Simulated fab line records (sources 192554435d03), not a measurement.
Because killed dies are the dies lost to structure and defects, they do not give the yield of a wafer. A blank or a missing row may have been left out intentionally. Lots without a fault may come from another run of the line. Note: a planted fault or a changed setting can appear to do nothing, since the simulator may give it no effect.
Which of the tools did it?	flow n5-finfet	66 wafers from 22 lots sampled at 6 of the route's 1938 steps

## WHAT EACH GAUGE READ, for each wafer
N5_BEOL_M2_RS_MEAS_58: measurement is done with a four-point probe. Usual: for M2_RS the level is 0.663 ohm/sq and the standard deviation is 0.03.
lot	measured	on	M2_RS (ohm/sq)	flag
L074	day 7 16:00	film-metro-01	0.657 0.641 0.649	
L076	day 7 22:38	film-metro-01	0.638 0.700 0.652	
L077	day 8 05:19	film-metro-01	0.676 0.624 0.644	
L078	day 8 08:55	film-metro-01	0.627 0.651 0.665	
L079	day 8 15:20	film-metro-02	0.693 0.669 0.688	
L080	day 8 14:46	film-metro-02	0.685 0.649 0.624	
L082	day 9 02:54	film-metro-01	0.622 0.649 0.704	
L083	day 9 03:16	film-metro-01	0.626 0.682 0.674	
L084	day 9 21:27	film-metro-02	0.712 0.726 0.649	
L085	day 10 05:29	film-metro-02	0.719 0.658 0.639	
L086	day 10 06:01	film-metro-02	0.633 0.670 0.643	
L087	day 10 18:32	film-metro-02	0.671 0.701 0.632	
L088	day 10 19:15	film-metro-01	0.643 0.677 0.675	
L089	day 10 22:25	film-metro-01	0.692 0.679 0.647	
L090	day 11 00:08	film-metro-01	0.659 0.706 0.656	
L091	day 11 10:50	film-metro-02	0.652 0.670 0.641	
L092	day 11 13:56	film-metro-02	0.635 0.600 0.670	
L093	day 11 16:58	film-metro-01	0.637 0.633 0.666	
L094	day 12 08:12	film-metro-01	0.591 0.688 0.633	
L095	day 12 08:29	film-metro-01	0.693 0.656 0.676	
L096	day 12 16:50	film-metro-02	0.674 0.699 0.631	
L097	day 12 20:28	film-metro-01	0.654 0.674 0.647	

## EACH LOT AND THE TOOL THAT RAN IT (in order: tool; ch and the chambers of the sampled wafers; start)
lot	N5_BEOL_M2_DESCUM_16	N5_BEOL_M2_STRIP_19	N5_BEOL_M2_DESCUM_33	N5_BEOL_M2_ETCH_69	N5_BEOL_M2_DEP_57
L074	rie-diel-02 ch 1,2, day 6 16:58	rie-diel-05 ch 0,1, day 6 17:20	rie-diel-01 ch 0,1,2, day 6 17:53	rie-diel-01 ch 0,1,2, day 6 17:56	pecvd-02 ch 1,2, day 7 15:55
L076	rie-diel-01 ch 0,2,3, day 7 03:10	rie-diel-01 ch 0,1,3, day 7 03:32	rie-diel-02 ch 0,2,3, day 7 04:02	rie-diel-02 ch 0,2,3, day 7 04:06	pecvd-02 ch 0,2, day 7 22:34
L077	rie-diel-02 ch 1,2, day 7 20:14	rie-diel-02 ch 0,1,2, day 7 20:35	rie-diel-05 ch 0,2,3, day 7 21:14	rie-diel-05 ch 0,2,3, day 7 21:17	pecvd-03 ch 0,1,2, day 8 05:16
L078	rie-diel-02 ch 1,2,3, day 8 01:47	rie-diel-01 ch 0,1,2, day 8 02:10	rie-diel-01 ch 0,1,2, day 8 02:49	rie-diel-01 ch 0,1,2, day 8 02:52	pecvd-03 ch 0,1,2, day 8 08:50
L079	rie-diel-02 ch 0,1,3, day 8 07:43	rie-diel-01 ch 0,1,2, day 8 08:05	rie-diel-01 ch 0,2,3, day 8 08:35	rie-diel-01 ch 0,2,3, day 8 08:38	pecvd-04 ch 0,1, day 8 15:17
L080	rie-diel-02 ch 0,2,3, day 8 07:59	rie-diel-01 ch 1,2,3, day 8 08:28	rie-diel-05 ch 0,1,2, day 8 09:01	rie-diel-05 ch 0,1,2, day 8 09:04	pecvd-02 ch 0,1,2, day 8 14:43
L082	rie-diel-02 ch 1,2,3, day 8 14:23	rie-diel-05 ch 0,1, day 8 14:50	rie-diel-01 ch 0,1, day 8 15:21	rie-diel-01 ch 0,1, day 8 15:24	pecvd-04 ch 0,1, day 9 02:50
L083	rie-diel-05 ch 0,2,3, day 8 15:09	rie-diel-05 ch 0,1,2, day 8 15:31	rie-diel-05 ch 0,1,3, day 8 16:02	rie-diel-05 ch 0,1,3, day 8 16:05	pecvd-04 ch 0,2, day 9 03:11
L084	rie-diel-02 ch 0,1,2, day 9 13:42	rie-diel-01 ch 1,2,3, day 9 14:04	rie-diel-05 ch 1,2,3, day 9 14:50	rie-diel-05 ch 1,2,3, day 9 14:53	pecvd-03 ch 0,1, day 9 21:22
L085	rie-diel-05 ch 1,2,3, day 9 16:52	rie-diel-05 ch 1,2,3, day 9 17:20	rie-diel-02 ch 0,2,3, day 9 17:51	rie-diel-02 ch 0,2,3, day 9 17:54	pecvd-02 ch 0,1,2, day 10 05:25
L086	rie-diel-02 ch 1,3, day 9 17:14	rie-diel-02 ch 0,1,3, day 9 17:41	rie-diel-02 ch 1,3, day 9 18:12	rie-diel-02 ch 1,3, day 9 18:15	pecvd-03 ch 0,1, day 10 05:57
L087	rie-diel-01 ch 2,3, day 10 05:35	rie-diel-02 ch 0,1,3, day 10 06:02	rie-diel-05 ch 1,2, day 10 06:54	rie-diel-05 ch 1,2, day 10 06:57	pecvd-02 ch 0,1,2, day 10 18:28
L088	rie-diel-02 ch 0,2, day 10 05:49	rie-diel-05 ch 1,2, day 10 06:10	rie-diel-01 ch 1,3, day 10 07:07	rie-diel-01 ch 1,3, day 10 07:10	pecvd-03 ch 0,2, day 10 19:11
L089	rie-diel-02 ch 1,2,3, day 10 12:26	rie-diel-02 ch 2,3, day 10 12:47	rie-diel-01 ch 1,2,3, day 10 13:26	rie-diel-01 ch 1,2,3, day 10 13:29	pecvd-03 ch 1,2, day 10 22:21
L090	rie-diel-01 ch 0,2,3, day 10 12:32	rie-diel-01 ch 0,1,2, day 10 12:54	rie-diel-02 ch 0,1, day 10 13:37	rie-diel-02 ch 0,1, day 10 13:40	pecvd-03 ch 0,1, day 11 00:04
L091	rie-diel-02 ch 0,2,3, day 11 00:29	rie-diel-02 ch 0,2,3, day 11 00:52	rie-diel-02 ch 0,3, day 11 01:23	rie-diel-02 ch 0,3, day 11 01:26	pecvd-02 ch 1,2, day 11 10:46
L092	rie-diel-02 ch 1,2,3, day 11 03:59	rie-diel-01 ch 1,2, day 11 04:27	rie-diel-02 ch 0,1,2, day 11 05:02	rie-diel-02 ch 0,1,2, day 11 05:05	pecvd-02 ch 0,1,2, day 11 13:53
L093	rie-diel-02 ch 0,1,2, day 11 05:13	rie-diel-02 ch 0,1,3, day 11 05:35	rie-diel-02 ch 1,3, day 11 06:07	rie-diel-02 ch 1,3, day 11 06:10	pecvd-03 ch 0,2, day 11 16:53
L094	rie-diel-05 ch 0,1, day 12 02:56	rie-diel-01 ch 2,3, day 12 03:17	rie-diel-02 ch 0,1,2, day 12 03:49	rie-diel-02 ch 0,1,2, day 12 03:52	pecvd-03 ch 0,1,2, day 12 08:08
L095	rie-diel-02 ch 0,1, day 12 03:00	rie-diel-02 ch 0,2,3, day 12 03:22	rie-diel-02 ch 0,1,2, day 12 03:55	rie-diel-02 ch 0,1,2, day 12 03:58	pecvd-02 ch 0,1, day 12 08:25
L096	rie-diel-01 ch 0,1,3, day 12 05:31	rie-diel-01 ch 0,1, day 12 05:53	rie-diel-05 ch 0,1, day 12 06:24	rie-diel-05 ch 0,1, day 12 06:27	pecvd-02 ch 0,1, day 12 16:46
L097	rie-diel-02 ch 0,1,3, day 12 13:38	rie-diel-02 ch 2,3, day 12 14:01	rie-diel-02 ch 1,2,3, day 12 14:32	rie-diel-02 ch 1,2,3, day 12 14:36	pecvd-03 ch 0,1,2, day 12 20:24
- N5_BEOL_M2_DESCUM_16: chemistry O2, time 7 s.
- N5_BEOL_M2_STRIP_19: strips in O2.
- N5_BEOL_M2_DESCUM_33: chemistry O2, time 7 s.
- N5_BEOL_M2_ETCH_69: etches SiARC in CF4, target depth 15.6 nm, time 26 s.
- N5_BEOL_M2_DEP_57: deposits SiCN from 3MS/NH3, target thk 8 nm, time 14 s.

## WHAT THE TOOLS THEMSELVES READ (means of the sampled wafers that have a number; where no wafer has one, the mark that the record gives instead)
N5_BEOL_M2_DESCUM_16. Usual: drypump-motor-current-A 6.0 A, standard deviation 0.47; oes-product-au 0.81 a.u., standard deviation 0.09; rf-vpp-V 243.9 V, standard deviation 1.4; showerhead-plenum-p-Torr 2.15 Torr, standard deviation 0.076; throttle-valve-pct 20.28 %, standard deviation 0.26.
lot	tool	drypump-motor-current-A (A)	oes-product-au (a.u.)	rf-vpp-V (V)	showerhead-plenum-p-Torr (Torr)	throttle-valve-pct (%)	flag
L074	rie-diel-02	6.2	0.92	244.7	2.18	20.04	
L076	rie-diel-01	5.6	0.78	242.2	2.04	20.30	
L077	rie-diel-02	6.0	0.85	244.3	2.15	20.20	
L078	rie-diel-02	6.1	0.88	244.6	2.19	20.28	
L079	rie-diel-02	6.3	0.85	244.6	2.20	20.20	
L080	rie-diel-02	5.9	0.81	243.8	2.17	20.34	
L082	rie-diel-02	6.0	0.88	243.7	2.18	20.29	
L083	rie-diel-05	5.8	0.71	243.5	2.11	20.65	
L084	rie-diel-02	6.1	0.80	244.0	2.15	20.15	
L085	rie-diel-05	6.1	0.71	242.0	2.07	20.38	
L086	rie-diel-02	6.3	0.90	244.9	2.22	20.17	
L087	rie-diel-01	5.0	0.78	241.7	2.01	20.14	
L088	rie-diel-02	6.1	0.73	243.1	2.13	20.19	
L089	rie-diel-02	6.1	0.86	244.4	2.18	20.31	
L090	rie-diel-01	5.6	0.74	241.3	2.03	20.33	
L091	rie-diel-02	6.0	0.79	244.8	2.16	20.36	
L092	rie-diel-02	6.1	0.86	243.9	2.18	20.32	
L093	rie-diel-02	6.1	0.79	243.0	2.15	20.15	
L094	rie-diel-05	5.9	0.86	243.1	2.12	20.36	
L095	rie-diel-02	6.4	0.81	244.4	2.18	20.03	
L096	rie-diel-01	6.0	0.76	243.5	2.09	20.37	
L097	rie-diel-02	6.3	0.81	243.8	2.19	20.25	

N5_BEOL_M2_STRIP_19. Usual: drypump-motor-current-A 5.9 A, standard deviation 0.61; oes-product-au 0.77 a.u., standard deviation 0.074; rf-vpp-V 3.7 V, standard deviation 0.45; showerhead-plenum-p-Torr 2.11 Torr, standard deviation 0.085; throttle-valve-pct 16.61 %, standard deviation 0.22.
lot	tool	drypump-motor-current-A (A)	oes-product-au (a.u.)	rf-vpp-V (V)	showerhead-plenum-p-Torr (Torr)	throttle-valve-pct (%)	flag
L074	rie-diel-05	6.2	0.71	3.8	2.10	16.53	
L076	rie-diel-01	6.0	0.81	3.5	2.11	16.54	
L077	rie-diel-02	6.1	0.81	3.5	2.16	16.38	
L078	rie-diel-01	5.9	0.76	3.5	2.10	16.70	
L079	rie-diel-01	5.9	0.76	3.8	2.10	16.71	
L080	rie-diel-01	5.4	0.79	3.6	2.08	16.54	
L082	rie-diel-05	5.9	0.69	3.5	2.13	16.80	
L083	rie-diel-05	5.9	0.70	3.8	2.13	16.75	
L084	rie-diel-01	5.4	0.78	3.6	2.08	16.56	
L085	rie-diel-05	6.1	0.71	3.2	2.08	16.65	
L086	rie-diel-02	6.3	0.84	4.3	2.20	16.46	
L087	rie-diel-02	6.2	0.84	3.8	2.20	16.46	
L088	rie-diel-05	6.2	0.70	3.5	2.10	16.52	
L089	rie-diel-02	5.8	0.82	3.8	2.15	16.66	
L090	rie-diel-01	5.9	0.74	3.7	2.09	16.73	
L091	rie-diel-02	6.0	0.79	3.7	2.16	16.60	
L092	rie-diel-01	5.7	0.77	3.0	2.14	16.72	
L093	rie-diel-02	6.3	0.82	3.7	2.20	16.48	
L094	rie-diel-01	5.0	0.76	3.7	2.01	16.45	
L095	rie-diel-02	6.0	0.78	3.6	2.16	16.62	
L096	rie-diel-01	6.4	0.76	3.3	2.16	16.75	
L097	rie-diel-02	5.7	0.80	3.5	2.14	16.68	

N5_BEOL_M2_DESCUM_33. Usual: drypump-motor-current-A 6.0 A, standard deviation 0.53; oes-product-au 0.78 a.u., standard deviation 0.083; rf-vpp-V 243.7 V, standard deviation 1.5; showerhead-plenum-p-Torr 2.13 Torr, standard deviation 0.083; throttle-valve-pct 20.35 %, standard deviation 0.26.
lot	tool	drypump-motor-current-A (A)	oes-product-au (a.u.)	rf-vpp-V (V)	showerhead-plenum-p-Torr (Torr)	throttle-valve-pct (%)	flag
L074	rie-diel-01	5.9	0.77	243.1	2.10	20.47	
L076	rie-diel-02	5.9	0.83	244.9	2.17	20.32	
L077	rie-diel-05	5.8	0.71	243.9	2.11	20.63	
L078	rie-diel-01	6.0	0.76	243.5	2.10	20.49	
L079	rie-diel-01	5.6	0.76	242.0	2.03	20.31	
L080	rie-diel-05	5.9	0.70	243.8	2.13	20.46	
L082	rie-diel-01	6.6	0.76	244.2	2.12	20.50	
L083	rie-diel-05	6.1	0.70	242.1	2.07	20.41	
L084	rie-diel-05	6.1	0.71	243.1	2.07	20.39	
L085	rie-diel-02	5.9	0.81	244.4	2.16	20.35	
L086	rie-diel-02	6.3	0.91	244.2	2.22	20.17	
L087	rie-diel-05	5.9	0.70	243.7	2.12	20.46	
L088	rie-diel-01	5.4	0.81	243.1	2.08	20.16	
L089	rie-diel-01	5.4	0.77	242.9	2.07	20.33	
L090	rie-diel-02	6.3	0.76	245.6	2.17	20.05	
L091	rie-diel-02	6.1	0.76	244.7	2.17	20.28	
L092	rie-diel-02	6.2	0.79	243.9	2.15	20.16	
L093	rie-diel-02	6.2	0.89	245.0	2.22	20.38	
L094	rie-diel-02	6.1	0.78	243.8	2.14	20.17	
L095	rie-diel-02	6.1	0.77	244.1	2.14	20.16	
L096	rie-diel-05	5.9	0.87	243.6	2.12	20.36	
L097	rie-diel-02	6.1	0.84	244.3	2.17	20.35	

N5_BEOL_M2_ETCH_69. Usual: drypump-motor-current-A 6.0 A, standard deviation 0.53; etch-rf-on-time-s 25.9 s, standard deviation 0.63; oes-product-au 0.66 a.u., standard deviation 0.071; rf-vpp-V 184.4 V, standard deviation 1.3; showerhead-plenum-p-Torr 2.18 Torr, standard deviation 0.082; throttle-valve-pct 15.56 %, standard deviation 0.18.
lot	tool	drypump-motor-current-A (A)	etch-rf-on-time-s (s)	oes-product-au (a.u.)	rf-vpp-V (V)	showerhead-plenum-p-Torr (Torr)	throttle-valve-pct (%)	flag
L074	rie-diel-01	5.9	26.0	0.66	183.9	2.15	15.60	
L076	rie-diel-02	6.0	25.6	0.71	185.5	2.22	15.49	
L077	rie-diel-05	5.8	25.6	0.60	183.9	2.16	15.79	
L078	rie-diel-01	6.0	26.2	0.65	183.1	2.15	15.62	
L079	rie-diel-01	5.6	26.7	0.65	183.5	2.10	15.56	
L080	rie-diel-05	5.9	26.4	0.60	183.8	2.18	15.69	
L082	rie-diel-01	6.6	26.6	0.64	184.5	2.18	15.67	
L083	rie-diel-05	6.1	25.6	0.60	183.3	2.11	15.64	
L084	rie-diel-05	6.1	25.8	0.61	183.1	2.12	15.59	
L085	rie-diel-02	5.9	25.8	0.68	185.7	2.21	15.54	
L086	rie-diel-02	6.4	25.7	0.77	185.4	2.27	15.40	
L087	rie-diel-05	5.9	26.8	0.60	184.3	2.18	15.69	
L088	rie-diel-01	5.5	25.3	0.71	183.7	2.15	15.46	
L089	rie-diel-01	5.4	25.9	0.66	183.5	2.13	15.53	
L090	rie-diel-02	6.3	26.3	0.64	184.4	2.23	15.41	
L091	rie-diel-02	6.1	25.8	0.65	184.5	2.23	15.54	
L092	rie-diel-02	6.1	26.1	0.67	185.1	2.21	15.43	
L093	rie-diel-02	6.2	25.3	0.76	184.9	2.28	15.56	
L094	rie-diel-02	6.1	26.3	0.66	184.1	2.20	15.45	
L095	rie-diel-02	6.1	25.9	0.66	184.9	2.20	15.45	
L096	rie-diel-05	5.9	26.1	0.73	183.4	2.16	15.50	
L097	rie-diel-02	6.0	25.8	0.71	185.4	2.23	15.53	

N5_BEOL_M2_DEP_57. Usual: showerhead-plenum-p-Torr 3.667 Torr, standard deviation 0.016; throttle-valve-pct 8.9 %, standard deviation 0.3.
lot	tool	showerhead-plenum-p-Torr (Torr)	throttle-valve-pct (%)	flag
L074	pecvd-02	3.667	8.7	
L076	pecvd-02	3.672	8.8	
L077	pecvd-03	3.672	8.9	
L078	pecvd-03	3.676	8.8	
L079	pecvd-04	3.666	9.3	
L080	pecvd-02	3.660	8.7	
L082	pecvd-04	3.671	9.2	
L083	pecvd-04	3.674	9.2	
L084	pecvd-03	3.673	8.8	
L085	pecvd-02	3.660	8.7	
L086	pecvd-03	3.673	9.0	
L087	pecvd-02	3.654	8.7	
L088	pecvd-03	3.660	8.5	
L089	pecvd-03	3.672	8.7	
L090	pecvd-03	3.689	9.1	
L091	pecvd-02	3.661	8.9	
L092	pecvd-02	3.662	8.8	
L093	pecvd-03	3.660	8.5	
L094	pecvd-03	3.671	8.8	
L095	pecvd-02	3.653	8.6	
L096	pecvd-02	3.653	8.8	
L097	pecvd-03	3.673	8.8	

## THE ANSWER, worked out from the rows above alone
Rule: lot off if the mean of its wafers having a number is beyond 3 standard deviations from the usual mean. A lot without any number at a reading at which 4 lots or more have one is off too. Any other lot the step has rows for is counted as sound. First the gauges in route order, then the tools' own readings, where a lot's mean is used as printed above. The first step at which some lot is off is used, and at that step the reading that is off furthest; a lot without a number counts as furthest.
Nothing can be told from this: no lot is off at any reading shown.

## WHAT THE SIMULATOR PUT IN
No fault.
